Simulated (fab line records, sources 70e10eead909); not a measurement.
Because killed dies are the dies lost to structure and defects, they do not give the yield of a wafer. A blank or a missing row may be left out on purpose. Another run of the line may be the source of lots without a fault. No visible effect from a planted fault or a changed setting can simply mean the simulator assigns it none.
fab line records :: flow nand-harc
record:
  lots: 7
  wafers: 21
  last-day: 24
route steps=1159 shown A_CONTACT@881
lots that met no fault: from a run of the same line without faults
start-h: start of the lot's first displayed wafer, in hours after the record's first day :: wait-h: hours from the lot's prior step to this one :: " same as the row above :: L1.1+2: several wafers, shown together as one row :: - no value present, or no start provided :: * or withheld: withheld :: < > ~ a bound
route shown NAME@n: NAME is a module with steps in the file, n the number in the route of the first one :: usual: the fault-free wafers' mean and standard deviation :: same: alike in all rows :: chamber/n: place in a boat :: sites: each site's reading :: _std_site: how widely they spread, as a standard deviation :: _edge_site: mean of outer sites minus mean of inner sites :: radius-mm: how far each site lies from the wafer's centre :: mask NAME#n: copy n :: behind: the last tool/chamber to shape the wafer :: hold: the reason the lot was held/the length of the hold in hours/how it ended :: device: which transistor (n, p or np) failed to switch :: end of line: the route-end tests of the same wafers :: step lacking rows: just its recipe :: killed: not the wafer's yield, but the dies lost to structure and defects at the first sort :: map: a wafer's dies, marking killed ones x, the rest . and places with no die _
set.NAME: the setting that was run; set.NAME@STEP: the one run at that earlier step :: model.NAME: the simulator's own value behind a step, which no gauge read
a table for each step, a row for each wafer; lots at some steps of the route
services: from which hour (start-h, from the record's first day; less than 0 if before it) a tool's chamber was out of use, for how many hours, and why
== steps ==
step: NHARC_A_CONTACT_ETCH_102
recipe:
  target-depth-a: 700
  overetch-a: 70
  time-s: 38.5
  ion-energy-ev: 100
  cf4-flow-sccm: 80
  o2-flow-sccm: 20
  ar-flow-sccm: 0
  rf-w: 300
  bias-w: 100
  chemistry: CF4/O2
usual:
  chamber-pressure-mTorr: 30.000/0.025
  drypump-motor-current-A: 5.70/0.25
  oes-product-au: 0.996/0.013
  rf-vpp-V: 197.6/1.4
  showerhead-plenum-p-Torr: 1.32/0.054
  throttle-valve-pct: 13.398/0.0091
lot.wafer: L747.4
tool: rie-diel-01
chamber: 3
start-h: 378.03
wait-h: 0.1
chamber-pressure-mTorr: 30.003
drypump-motor-current-A: 6.08
oes-product-au: 0.980
rf-hours-counter-h: 24
rf-vpp-V: 198.6
showerhead-plenum-p-Torr: 1.35
throttle-valve-pct: 13.394

lot.wafer: L747.3
tool: rie-diel-01
chamber: 0
start-h: 378.03
wait-h: 0.1
chamber-pressure-mTorr: 30.058
drypump-motor-current-A: 5.39
oes-product-au: 0.984
rf-hours-counter-h: 24
rf-vpp-V: 198.9
showerhead-plenum-p-Torr: 1.35
throttle-valve-pct: 13.400

lot.wafer: L747.5
tool: rie-diel-01
chamber: 3
start-h: 378.03
wait-h: 0.1
chamber-pressure-mTorr: 29.973
drypump-motor-current-A: 6.02
oes-product-au: 0.972
rf-hours-counter-h: -
rf-vpp-V: 197.7
showerhead-plenum-p-Torr: 1.35
throttle-valve-pct: 13.398

lot.wafer: L753.3
tool: rie-diel-11
chamber: 0
start-h: 415.80
wait-h: 0.1
chamber-pressure-mTorr: 30.021
drypump-motor-current-A: 5.44
oes-product-au: 0.994
rf-hours-counter-h: 14
rf-vpp-V: 200.3
showerhead-plenum-p-Torr: 1.40
throttle-valve-pct: 13.396

lot.wafer: L753.1
tool: rie-diel-11
chamber: 1
start-h: 415.80
wait-h: 0.1
chamber-pressure-mTorr: 30.001
drypump-motor-current-A: 5.76
oes-product-au: 0.983
rf-hours-counter-h: 13
rf-vpp-V: 196.2
showerhead-plenum-p-Torr: 1.30
throttle-valve-pct: 13.403

lot.wafer: L753.4
tool: rie-diel-11
chamber: 3
start-h: 415.80
wait-h: 0.1
chamber-pressure-mTorr: 29.993
drypump-motor-current-A: 5.76
oes-product-au: 0.980
rf-hours-counter-h: -
rf-vpp-V: 198.4
showerhead-plenum-p-Torr: 1.38
throttle-valve-pct: 13.397

lot.wafer: L752.3
tool: rie-diel-01
chamber: 2
start-h: 417.70
wait-h: 0.1
chamber-pressure-mTorr: 29.979
drypump-motor-current-A: 5.82
oes-product-au: 1.013
rf-hours-counter-h: 34
rf-vpp-V: 198.6
showerhead-plenum-p-Torr: 1.39
throttle-valve-pct: 13.402

lot.wafer: L752.1
tool: rie-diel-01
chamber: 3
start-h: 417.70
wait-h: 0.1
chamber-pressure-mTorr: 30.005
drypump-motor-current-A: 6.09
oes-product-au: 0.996
rf-hours-counter-h: 36
rf-vpp-V: 198.7
showerhead-plenum-p-Torr: 1.35
throttle-valve-pct: 13.399

lot.wafer: L752.6
tool: rie-diel-01
chamber: 2
start-h: 417.70
wait-h: 0.1
chamber-pressure-mTorr: 30.027
drypump-motor-current-A: 5.82
oes-product-au: 1.002
rf-hours-counter-h: -
rf-vpp-V: 200.8
showerhead-plenum-p-Torr: 1.40
throttle-valve-pct: 13.394

lot.wafer: L755.3
tool: rie-diel-11
chamber: 1
start-h: 428.56
wait-h: 0.1
chamber-pressure-mTorr: 29.993
drypump-motor-current-A: 5.79
oes-product-au: 0.989
rf-hours-counter-h: 17
rf-vpp-V: 198.3
showerhead-plenum-p-Torr: 1.29
throttle-valve-pct: 13.388

lot.wafer: L755.6
tool: rie-diel-11
chamber: 3
start-h: 428.56
wait-h: 0.1
chamber-pressure-mTorr: 30.043
drypump-motor-current-A: 5.81
oes-product-au: 1.000
rf-hours-counter-h: -
rf-vpp-V: 197.1
showerhead-plenum-p-Torr: 1.38
throttle-valve-pct: 13.405

lot.wafer: L755.5
tool: rie-diel-11
chamber: 0
start-h: 428.56
wait-h: 0.1
chamber-pressure-mTorr: 30.033
drypump-motor-current-A: 5.45
oes-product-au: 1.006
rf-hours-counter-h: -
rf-vpp-V: 199.2
showerhead-plenum-p-Torr: 1.39
throttle-valve-pct: 13.387

lot.wafer: L759.3
tool: rie-diel-11
chamber: 1
start-h: 450.22
wait-h: 0.1
chamber-pressure-mTorr: 29.988
drypump-motor-current-A: 5.81
oes-product-au: 0.975
rf-hours-counter-h: 25
rf-vpp-V: 196.1
showerhead-plenum-p-Torr: 1.29
throttle-valve-pct: 13.386

lot.wafer: L759.6
tool: rie-diel-11
chamber: 1
start-h: 450.22
wait-h: 0.1
chamber-pressure-mTorr: 30.013
drypump-motor-current-A: 5.78
oes-product-au: 0.973
rf-hours-counter-h: -
rf-vpp-V: 197.7
showerhead-plenum-p-Torr: 1.29
throttle-valve-pct: 13.405

lot.wafer: L759.5
tool: rie-diel-11
chamber: 2
start-h: 450.22
wait-h: 0.1
chamber-pressure-mTorr: 29.991
drypump-motor-current-A: 5.59
oes-product-au: 1.002
rf-hours-counter-h: -
rf-vpp-V: 197.0
showerhead-plenum-p-Torr: 1.28
throttle-valve-pct: 13.393

lot.wafer: L767.2
tool: rie-diel-08
chamber: 1
start-h: 495.71
wait-h: 0.1
chamber-pressure-mTorr: 29.990
drypump-motor-current-A: 5.92
oes-product-au: 1.010
rf-hours-counter-h: 1
rf-vpp-V: 197.5
showerhead-plenum-p-Torr: 1.38
throttle-valve-pct: 13.396

lot.wafer: L767.1
tool: rie-diel-08
chamber: 0
start-h: 495.71
wait-h: 0.1
chamber-pressure-mTorr: 29.991
drypump-motor-current-A: 5.58
oes-product-au: 1.024
rf-hours-counter-h: 2
rf-vpp-V: 197.2
showerhead-plenum-p-Torr: 1.30
throttle-valve-pct: 13.401

lot.wafer: L767.5
tool: rie-diel-08
chamber: 1
start-h: 495.71
wait-h: 0.1
chamber-pressure-mTorr: 29.994
drypump-motor-current-A: 5.93
oes-product-au: 1.006
rf-hours-counter-h: -
rf-vpp-V: 199.2
showerhead-plenum-p-Torr: 1.38
throttle-valve-pct: 13.400

lot.wafer: L766.1
tool: rie-diel-08
chamber: 1
start-h: 499.53
wait-h: 0.1
chamber-pressure-mTorr: 29.990
drypump-motor-current-A: 5.91
oes-product-au: 1.007
rf-hours-counter-h: 2
rf-vpp-V: 197.9
showerhead-plenum-p-Torr: 1.38
throttle-valve-pct: 13.389

lot.wafer: L766.4
tool: rie-diel-08
chamber: 2
start-h: 499.53
wait-h: 0.1
chamber-pressure-mTorr: 29.990
drypump-motor-current-A: 5.35
oes-product-au: 0.983
rf-hours-counter-h: 2
rf-vpp-V: 197.3
showerhead-plenum-p-Torr: 1.24
throttle-valve-pct: 13.405

lot.wafer: L766.6
tool: rie-diel-08
chamber: 2
start-h: 499.53
wait-h: 0.1
chamber-pressure-mTorr: 29.949
drypump-motor-current-A: 5.37
oes-product-au: 0.999
rf-hours-counter-h: -
rf-vpp-V: 196.3
showerhead-plenum-p-Torr: 1.24
throttle-valve-pct: 13.402
step: NHARC_A_CONTACT_STRIP_55
recipe:
  o2-flow-sccm: 500
  ar-flow-sccm: 0
  bias-w: 0
  chemistry: O2
usual:
  chamber-pressure-mTorr: 60.00/0.051
  drypump-motor-current-A: 5.72/0.24
  oes-product-au: 0.997/0.012
  rf-vpp-V: 57.8/0.9
  showerhead-plenum-p-Torr: 3.48/0.13
  throttle-valve-pct: 17.035/0.0097
lot.wafer: L747.4
tool: rie-diel-01
chamber: 2
start-h: -
wait-h: -
chamber-pressure-mTorr: 59.99
drypump-motor-current-A: 5.86
oes-product-au: 0.995
rf-hours-counter-h: 21
rf-vpp-V: 59.0
showerhead-plenum-p-Torr: 3.69
throttle-valve-pct: 17.031

lot.wafer: L747.3
tool: rie-diel-01
chamber: 3
start-h: -
wait-h: -
chamber-pressure-mTorr: 60.03
drypump-motor-current-A: 6.04
oes-product-au: 0.973
rf-hours-counter-h: 24
rf-vpp-V: 58.3
showerhead-plenum-p-Torr: 3.57
throttle-valve-pct: 17.048

lot.wafer: L747.5
tool: rie-diel-01
chamber: 2
start-h: -
wait-h: -
chamber-pressure-mTorr: 59.94
drypump-motor-current-A: 5.84
oes-product-au: 0.987
rf-hours-counter-h: -
rf-vpp-V: 58.2
showerhead-plenum-p-Torr: 3.69
throttle-valve-pct: 17.029

lot.wafer: L753.1
tool: rie-diel-11
chamber: 0
start-h: -
wait-h: -
chamber-pressure-mTorr: 60.02
drypump-motor-current-A: 5.46
oes-product-au: 0.997
rf-hours-counter-h: 14
rf-vpp-V: 58.0
showerhead-plenum-p-Torr: 3.68
throttle-valve-pct: 17.035

lot.wafer: L753.3
tool: rie-diel-11
chamber: 1
start-h: -
wait-h: -
chamber-pressure-mTorr: 59.93
drypump-motor-current-A: 5.81
oes-product-au: 0.978
rf-hours-counter-h: 13
rf-vpp-V: 57.8
showerhead-plenum-p-Torr: 3.43
throttle-valve-pct: 17.030

lot.wafer: L753.4
tool: rie-diel-11
chamber: 0
start-h: -
wait-h: -
chamber-pressure-mTorr: 60.03
drypump-motor-current-A: 5.48
oes-product-au: 0.997
rf-hours-counter-h: -
rf-vpp-V: 58.1
showerhead-plenum-p-Torr: 3.68
throttle-valve-pct: 17.034

lot.wafer: L752.3
tool: rie-diel-01
chamber: 1
start-h: -
wait-h: -
chamber-pressure-mTorr: 60.10
drypump-motor-current-A: 5.83
oes-product-au: 1.014
rf-hours-counter-h: 35
rf-vpp-V: 55.7
showerhead-plenum-p-Torr: 3.31
throttle-valve-pct: 17.033

lot.wafer: L752.1
tool: rie-diel-01
chamber: 2
start-h: -
wait-h: -
chamber-pressure-mTorr: 60.07
drypump-motor-current-A: 5.82
oes-product-au: 1.000
rf-hours-counter-h: 34
rf-vpp-V: 57.6
showerhead-plenum-p-Torr: 3.68
throttle-valve-pct: 17.041

lot.wafer: L752.6
tool: rie-diel-01
chamber: 1
start-h: -
wait-h: -
chamber-pressure-mTorr: 60.02
drypump-motor-current-A: 5.86
oes-product-au: 1.020
rf-hours-counter-h: -
rf-vpp-V: 56.3
showerhead-plenum-p-Torr: 3.31
throttle-valve-pct: 17.039

lot.wafer: L755.3
tool: rie-diel-11
chamber: 3
start-h: -
wait-h: -
chamber-pressure-mTorr: 59.96
drypump-motor-current-A: 5.82
oes-product-au: 0.994
rf-hours-counter-h: 19
rf-vpp-V: 58.0
showerhead-plenum-p-Torr: 3.63
throttle-valve-pct: 17.049

lot.wafer: L755.5
tool: rie-diel-11
chamber: 0
start-h: -
wait-h: -
chamber-pressure-mTorr: 60.00
drypump-motor-current-A: 5.44
oes-product-au: 1.001
rf-hours-counter-h: -
rf-vpp-V: 58.4
showerhead-plenum-p-Torr: 3.68
throttle-valve-pct: 17.044

lot.wafer: L755.6
tool: rie-diel-11
chamber: 1
start-h: -
wait-h: -
chamber-pressure-mTorr: 60.02
drypump-motor-current-A: 5.80
oes-product-au: 0.975
rf-hours-counter-h: -
rf-vpp-V: 57.2
showerhead-plenum-p-Torr: 3.43
throttle-valve-pct: 17.010

lot.wafer: L759.3
tool: rie-diel-11
chamber: 2
start-h: -
wait-h: -
chamber-pressure-mTorr: 60.09
drypump-motor-current-A: 5.59
oes-product-au: 1.012
rf-hours-counter-h: 25
rf-vpp-V: 58.2
showerhead-plenum-p-Torr: 3.38
throttle-valve-pct: 17.039

lot.wafer: L759.5
tool: rie-diel-11
chamber: 2
start-h: -
wait-h: -
chamber-pressure-mTorr: 60.06
drypump-motor-current-A: 5.60
oes-product-au: 1.014
rf-hours-counter-h: -
rf-vpp-V: 58.5
showerhead-plenum-p-Torr: 3.38
throttle-valve-pct: 17.024

lot.wafer: L759.6
tool: rie-diel-11
chamber: 3
start-h: -
wait-h: -
chamber-pressure-mTorr: 60.03
drypump-motor-current-A: 5.78
oes-product-au: 0.996
rf-hours-counter-h: -
rf-vpp-V: 57.0
showerhead-plenum-p-Torr: 3.63
throttle-valve-pct: 17.040

lot.wafer: L767.2
tool: rie-diel-08
chamber: 1
start-h: -
wait-h: -
chamber-pressure-mTorr: 59.99
drypump-motor-current-A: 5.93
oes-product-au: 1.002
rf-hours-counter-h: 1
rf-vpp-V: 57.8
showerhead-plenum-p-Torr: 3.65
throttle-valve-pct: 17.028

lot.wafer: L767.1
tool: rie-diel-08
chamber: 3
start-h: -
wait-h: -
chamber-pressure-mTorr: 60.02
drypump-motor-current-A: 6.02
oes-product-au: 0.992
rf-hours-counter-h: 2
rf-vpp-V: 56.1
showerhead-plenum-p-Torr: 3.43
throttle-valve-pct: 17.029

lot.wafer: L767.5
tool: rie-diel-08
chamber: 2
start-h: -
wait-h: -
chamber-pressure-mTorr: 60.01
drypump-motor-current-A: 5.40
oes-product-au: 0.995
rf-hours-counter-h: -
rf-vpp-V: 56.7
showerhead-plenum-p-Torr: 3.30
throttle-valve-pct: 17.039

lot.wafer: L766.1
tool: rie-diel-08
chamber: 0
start-h: -
wait-h: -
chamber-pressure-mTorr: 59.97
drypump-motor-current-A: 5.58
oes-product-au: 1.017
rf-hours-counter-h: 3
rf-vpp-V: 58.7
showerhead-plenum-p-Torr: 3.44
throttle-valve-pct: 17.037

lot.wafer: L766.4
tool: rie-diel-08
chamber: 1
start-h: -
wait-h: -
chamber-pressure-mTorr: 59.90
drypump-motor-current-A: 5.93
oes-product-au: 1.001
rf-hours-counter-h: 2
rf-vpp-V: 58.2
showerhead-plenum-p-Torr: 3.65
throttle-valve-pct: 17.033

lot.wafer: L766.6
tool: rie-diel-08
chamber: 2
start-h: -
wait-h: -
chamber-pressure-mTorr: 59.98
drypump-motor-current-A: 5.33
oes-product-au: 1.001
rf-hours-counter-h: -
rf-vpp-V: 58.4
showerhead-plenum-p-Torr: 3.30
throttle-valve-pct: 17.034
step: NHARC_A_CONTACT_STRIP_56
recipe:
  time-s: 600
  temp-c: 30
  chemistry: post-etch-residue-remover
step: NHARC_A_CONTACT_DEP_57
recipe:
  target-thk-a: 28000
  temp-c: 400
  material: aC
usual:
  throttle-valve-pct: 35.001/0.0093
lot.wafer: L747.3
tool: acl-dep-02
chamber: 0
start-h: 381.54
wait-h: -
throttle-valve-pct: 35.004

lot.wafer: L747.4
tool: acl-dep-02
chamber: 0
start-h: 381.54
wait-h: -
throttle-valve-pct: 35.008

lot.wafer: L747.5
tool: acl-dep-02
chamber: 0
start-h: 381.54
wait-h: -
throttle-valve-pct: 35.019

lot.wafer: L753.1
tool: acl-dep-01
chamber: 0
start-h: 419.17
wait-h: -
throttle-valve-pct: 34.992

lot.wafer: L753.3
tool: acl-dep-01
chamber: 0
start-h: 419.17
wait-h: -
throttle-valve-pct: 34.993

lot.wafer: L753.4
tool: acl-dep-01
chamber: 0
start-h: 419.17
wait-h: -
throttle-valve-pct: 35.012

lot.wafer: L752.1
tool: acl-dep-02
chamber: 0
start-h: 421.17
wait-h: -
throttle-valve-pct: 34.995

lot.wafer: L752.3
tool: acl-dep-02
chamber: 0
start-h: 421.17
wait-h: -
throttle-valve-pct: 34.998

lot.wafer: L752.6
tool: acl-dep-02
chamber: 0
start-h: 421.17
wait-h: -
throttle-valve-pct: 35.012

lot.wafer: L755.3
tool: acl-dep-02
chamber: 0
start-h: 429.81
wait-h: -
throttle-valve-pct: 34.993

lot.wafer: L755.5
tool: acl-dep-02
chamber: 0
start-h: 429.81
wait-h: -
throttle-valve-pct: 35.000

lot.wafer: L755.6
tool: acl-dep-02
chamber: 0
start-h: 429.81
wait-h: -
throttle-valve-pct: 34.998

lot.wafer: L759.3
tool: acl-dep-02
chamber: 0
start-h: 451.45
wait-h: -
throttle-valve-pct: 34.986

lot.wafer: L759.5
tool: acl-dep-02
chamber: 0
start-h: 451.45
wait-h: -
throttle-valve-pct: 35.000

lot.wafer: L759.6
tool: acl-dep-02
chamber: 0
start-h: 451.45
wait-h: -
throttle-valve-pct: 35.007

lot.wafer: L767.1
tool: acl-dep-03
chamber: 0
start-h: 497.22
wait-h: -
throttle-valve-pct: 34.998

lot.wafer: L767.2
tool: acl-dep-03
chamber: 0
start-h: 497.22
wait-h: -
throttle-valve-pct: 35.010

lot.wafer: L767.5
tool: acl-dep-03
chamber: 0
start-h: 497.22
wait-h: -
throttle-valve-pct: 35.004

lot.wafer: L766.1
tool: acl-dep-01
chamber: 0
start-h: 500.19
wait-h: -
throttle-valve-pct: 35.005

lot.wafer: L766.4
tool: acl-dep-01
chamber: 0
start-h: 500.19
wait-h: -
throttle-valve-pct: 34.985

lot.wafer: L766.6
tool: acl-dep-01
chamber: 0
start-h: 500.19
wait-h: -
throttle-valve-pct: 35.009
step: NHARC_A_CONTACT_DEP_58
recipe:
  target-thk-a: 600
  target-thk-nm: 60
  temp-c: 400
  pressure-torr: 3.5
  flow-sccm: 200
  rf-w: 350
  material: SiON
usual:
  heater-power-w: 773/110
lot.wafer: L747.3
tool: pecvd-03
chamber: 2
start-h: 382.76
wait-h: 0.9
heater-power-w: 690
since-wet-clean-h: 77

lot.wafer: L747.5
tool: pecvd-03
chamber: 1
start-h: 382.76
wait-h: 0.9
heater-power-w: 679
since-wet-clean-h: -

lot.wafer: L747.4
tool: pecvd-03
chamber: 2
start-h: 382.76
wait-h: 0.9
heater-power-w: 731
since-wet-clean-h: -

lot.wafer: L753.3
tool: pecvd-03
chamber: 0
start-h: 420.96
wait-h: 0.9
heater-power-w: 824
since-wet-clean-h: 116

lot.wafer: L753.1
tool: pecvd-03
chamber: 1
start-h: 420.96
wait-h: 0.9
heater-power-w: 660
since-wet-clean-h: 116

lot.wafer: L753.4
tool: pecvd-03
chamber: 2
start-h: 420.96
wait-h: 0.9
heater-power-w: 800
since-wet-clean-h: -

lot.wafer: L752.3
tool: pecvd-04
chamber: 1
start-h: 422.93
wait-h: 0.9
heater-power-w: 877
since-wet-clean-h: 33

lot.wafer: L752.1
tool: pecvd-04
chamber: 2
start-h: 422.93
wait-h: 0.9
heater-power-w: 823
since-wet-clean-h: 33

lot.wafer: L752.6
tool: pecvd-04
chamber: 0
start-h: 422.93
wait-h: 0.9
heater-power-w: 759
since-wet-clean-h: -

lot.wafer: L755.3
tool: pecvd-03
chamber: 2
start-h: 431.02
wait-h: 0.9
heater-power-w: 707
since-wet-clean-h: 126

lot.wafer: L755.6
tool: pecvd-03
chamber: 0
start-h: 431.02
wait-h: 0.9
heater-power-w: 844
since-wet-clean-h: -

lot.wafer: L755.5
tool: pecvd-03
chamber: 2
start-h: 431.02
wait-h: 0.9
heater-power-w: 706
since-wet-clean-h: -

lot.wafer: L759.3
tool: pecvd-04
chamber: 0
start-h: 452.62
wait-h: 0.9
heater-power-w: 765
since-wet-clean-h: 63

lot.wafer: L759.6
tool: pecvd-04
chamber: 2
start-h: 452.62
wait-h: 0.9
heater-power-w: 759
since-wet-clean-h: -

lot.wafer: L759.5
tool: pecvd-04
chamber: 1
start-h: 452.62
wait-h: 0.9
heater-power-w: 848
since-wet-clean-h: -

lot.wafer: L767.2
tool: pecvd-01
chamber: 2
start-h: 498.96
wait-h: 1.2
heater-power-w: 989
since-wet-clean-h: 68

lot.wafer: L767.1
tool: pecvd-01
chamber: 1
start-h: 498.96
wait-h: 1.2
heater-power-w: 588
since-wet-clean-h: 68

lot.wafer: L767.5
tool: pecvd-01
chamber: 0
start-h: 498.96
wait-h: 1.2
heater-power-w: 703
since-wet-clean-h: -

lot.wafer: L766.1
tool: pecvd-01
chamber: 1
start-h: 501.98
wait-h: 1.5
heater-power-w: 639
since-wet-clean-h: 71

lot.wafer: L766.4
tool: pecvd-01
chamber: 0
start-h: 501.98
wait-h: 1.5
heater-power-w: 629
since-wet-clean-h: -

lot.wafer: L766.6
tool: pecvd-01
chamber: 2
start-h: 501.98
wait-h: 1.5
heater-power-w: 937
since-wet-clean-h: -
step: NHARC_A_CONTACT_DEHYDRATE_59
recipe:
  temp-c: 150
  time-s: 120
step: NHARC_A_CONTACT_HMDS_60
recipe:
  time-s: 30
step: NHARC_A_CONTACT_COAT_61
recipe:
  temp-c: 260
  time-s: 75
step: NHARC_A_CONTACT_COAT_62
recipe:
  temp-c: 225
  time-s: 65
step: NHARC_A_CONTACT_COAT_63
recipe:
  spin-rpm: 1500
  resist-thk-nm: 90
step: NHARC_A_CONTACT_SOFTBAKE_64
recipe:
  temp-c: 105
  time-s: 55
step: NHARC_A_CONTACT_EBR_65
step: NHARC_A_CONTACT_EXPOSE_66
recipe:
  na: 1.35
  sigma-outer: 0.8
  dose-mj: 59.02
  mask-id: A_CC_2
usual:
  exposure-dose-mJ-cm2: 58.99/0.06
  focus-offset-nm: 0.0/0.57
lot.wafer: L747.3
tool: arfi-scanner-02
chamber: 0
start-h: 383.16
wait-h: -
mask: A_CC_2#0
exposure-dose-mJ-cm2: 58.95
focus-offset-nm: 1.5

lot.wafer: L747.4
tool: arfi-scanner-02
chamber: 0
start-h: 383.16
wait-h: -
mask: A_CC_2#0
exposure-dose-mJ-cm2: 58.91
focus-offset-nm: 0.6

lot.wafer: L747.5
tool: arfi-scanner-02
chamber: 0
start-h: 383.16
wait-h: -
mask: A_CC_2#0
exposure-dose-mJ-cm2: 58.85
focus-offset-nm: 0.7

lot.wafer: L753.1
tool: arfi-scanner-01
chamber: -
start-h: 421.54
wait-h: -
mask: A_CC_2#0
exposure-dose-mJ-cm2: -
focus-offset-nm: -

lot.wafer: L753.3
tool: arfi-scanner-01
chamber: -
start-h: 421.54
wait-h: -
mask: A_CC_2#0
exposure-dose-mJ-cm2: -
focus-offset-nm: -

lot.wafer: L753.4
tool: arfi-scanner-01
chamber: -
start-h: 421.54
wait-h: -
mask: A_CC_2#0
exposure-dose-mJ-cm2: -
focus-offset-nm: -

lot.wafer: L752.1
tool: arfi-scanner-03
chamber: -
start-h: 423.48
wait-h: -
mask: A_CC_2#0
exposure-dose-mJ-cm2: -
focus-offset-nm: -

lot.wafer: L752.3
tool: arfi-scanner-03
chamber: -
start-h: 423.48
wait-h: -
mask: A_CC_2#0
exposure-dose-mJ-cm2: -
focus-offset-nm: -

lot.wafer: L752.6
tool: arfi-scanner-03
chamber: -
start-h: 423.48
wait-h: -
mask: A_CC_2#0
exposure-dose-mJ-cm2: -
focus-offset-nm: -

lot.wafer: L755.3
tool: arfi-scanner-03
chamber: -
start-h: 431.43
wait-h: -
mask: A_CC_2#0
exposure-dose-mJ-cm2: -
focus-offset-nm: -

lot.wafer: L755.5
tool: arfi-scanner-03
chamber: -
start-h: 431.43
wait-h: -
mask: A_CC_2#0
exposure-dose-mJ-cm2: -
focus-offset-nm: -

lot.wafer: L755.6
tool: arfi-scanner-03
chamber: -
start-h: 431.43
wait-h: -
mask: A_CC_2#0
exposure-dose-mJ-cm2: -
focus-offset-nm: -

lot.wafer: L759.3
tool: arfi-scanner-02
chamber: 0
start-h: 453.19
wait-h: -
mask: A_CC_2#0
exposure-dose-mJ-cm2: 59.03
focus-offset-nm: -0.1

lot.wafer: L759.5
tool: arfi-scanner-02
chamber: 0
start-h: 453.19
wait-h: -
mask: A_CC_2#0
exposure-dose-mJ-cm2: 59.02
focus-offset-nm: 0.5

lot.wafer: L759.6
tool: arfi-scanner-02
chamber: 0
start-h: 453.19
wait-h: -
mask: A_CC_2#0
exposure-dose-mJ-cm2: 59.01
focus-offset-nm: 0.9

lot.wafer: L767.1
tool: arfi-scanner-03
chamber: 0
start-h: 499.54
wait-h: -
mask: A_CC_2#0
exposure-dose-mJ-cm2: 59.02
focus-offset-nm: 0.6

lot.wafer: L767.2
tool: arfi-scanner-03
chamber: 0
start-h: 499.54
wait-h: -
mask: A_CC_2#0
exposure-dose-mJ-cm2: 59.10
focus-offset-nm: 1.1

lot.wafer: L767.5
tool: arfi-scanner-03
chamber: 0
start-h: 499.54
wait-h: -
mask: A_CC_2#0
exposure-dose-mJ-cm2: 59.04
focus-offset-nm: -0.2

lot.wafer: L766.1
tool: arfi-scanner-03
chamber: 0
start-h: 502.53
wait-h: -
mask: A_CC_2#0
exposure-dose-mJ-cm2: 59.11
focus-offset-nm: 0.1

lot.wafer: L766.4
tool: arfi-scanner-03
chamber: 0
start-h: 502.53
wait-h: -
mask: A_CC_2#0
exposure-dose-mJ-cm2: 59.02
focus-offset-nm: -0.7

lot.wafer: L766.6
tool: arfi-scanner-03
chamber: 0
start-h: 502.53
wait-h: -
mask: A_CC_2#0
exposure-dose-mJ-cm2: 59.02
focus-offset-nm: 0.1
step: NHARC_A_CONTACT_PEB_67
recipe:
  peb-temp-c: 100
  peb-time-s: 65
== services ==
tool: rie-diel-08
chamber: 3
start-h: 359.70
hours: 1.3
kind: repair

tool: rie-diel-01
chamber: 2
start-h: 362.64
hours: 2.9
kind: repair

tool: rie-diel-11
chamber: -
start-h: 366.50
hours: 9.0
kind: pm

tool: rie-diel-11
chamber: 0
start-h: 366.50
hours: 9.0
kind: vent-cycle

tool: arfi-scanner-01
chamber: -
start-h: 368.99
hours: 4.0
kind: pm

tool: pecvd-04
chamber: -
start-h: 376.56
hours: 13.0
kind: pm

tool: arfi-scanner-01
chamber: -
start-h: 392.24
hours: 1.9
kind: repair

tool: pecvd-03
chamber: -
start-h: 394.27
hours: 2.7
kind: repair

tool: acl-dep-03
chamber: -
start-h: 407.08
hours: 13.0
kind: pm

tool: pecvd-01
chamber: -
start-h: 418.07
hours: 13.0
kind: pm

tool: rie-diel-01
chamber: 2
start-h: 423.97
hours: 50.2
kind: repair

tool: arfi-scanner-02
chamber: -
start-h: 428.00
hours: 4.0
kind: pm

tool: pecvd-03
chamber: 2
start-h: 431.30
hours: 3.2
kind: repair

tool: rie-diel-08
chamber: 1
start-h: 437.38
hours: 8.4
kind: repair

tool: rie-diel-08
chamber: 2
start-h: 461.42
hours: 1.3
kind: repair

tool: arfi-scanner-03
chamber: -
start-h: 465.70
hours: 1.2
kind: repair

tool: rie-diel-01
chamber: 3
start-h: 466.91
hours: 9.3
kind: repair

tool: pecvd-03
chamber: -
start-h: 473.54
hours: 13.0
kind: pm

tool: arfi-scanner-01
chamber: -
start-h: 475.90
hours: 4.1
kind: repair

tool: acl-dep-01
chamber: -
start-h: 476.28
hours: 13.0
kind: pm

tool: pecvd-04
chamber: 2
start-h: 477.63
hours: 5.5
kind: repair

tool: rie-diel-08
chamber: -
start-h: 478.80
hours: 9.0
kind: pm

tool: arfi-scanner-03
chamber: -
start-h: 484.00
hours: 4.0
kind: pm

tool: rie-diel-01
chamber: -
start-h: 491.88
hours: 9.0
kind: pm
== key ==
first-sign:
  step: NHARC_A_CONTACT_EXPOSE_66
  reading: tool-record
  direction: missing
effect none on later readings
met-at NHARC_A_CONTACT_EXPOSE_66
struck-wafers L752.1,L752.3,L752.6,L753.1,L753.3,L753.4,L755.3,L755.5,L755.6
later-rows-left-out L752.1,L752.3,L752.6,L753.1,L753.3,L753.4,L755.3,L755.5,L755.6
sort-left-out L752.1,L752.3,L752.6,L753.1,L753.3,L753.4,L755.3,L755.5,L755.6
tester-left-out L752,L753,L755
fault:
  kind: skipped-step-whole
  tool: arfi-scanner-01,arfi-scanner-03
  chamber: -
  onset-h: 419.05
  steps: NHARC_A_CONTACT_EXPOSE_66
  scope: struck-lots-only
tester-left-out: of these lots the tester's yield and bins aren't shown, on N5 and GAA mostly nor the transistor test; their killed dies are dies lost to structure and defects alone, not to doping, threshold or leakage, so they don't give the yield
sort-left-out: the simulated sort isn't trusted on such a fault, so these wafers' sort isn't shown, and their yield isn't known
later-rows-left-out: the simulator's readings of these wafers behind a module that went badly wrong aren't trusted and aren't shown, but for the sort
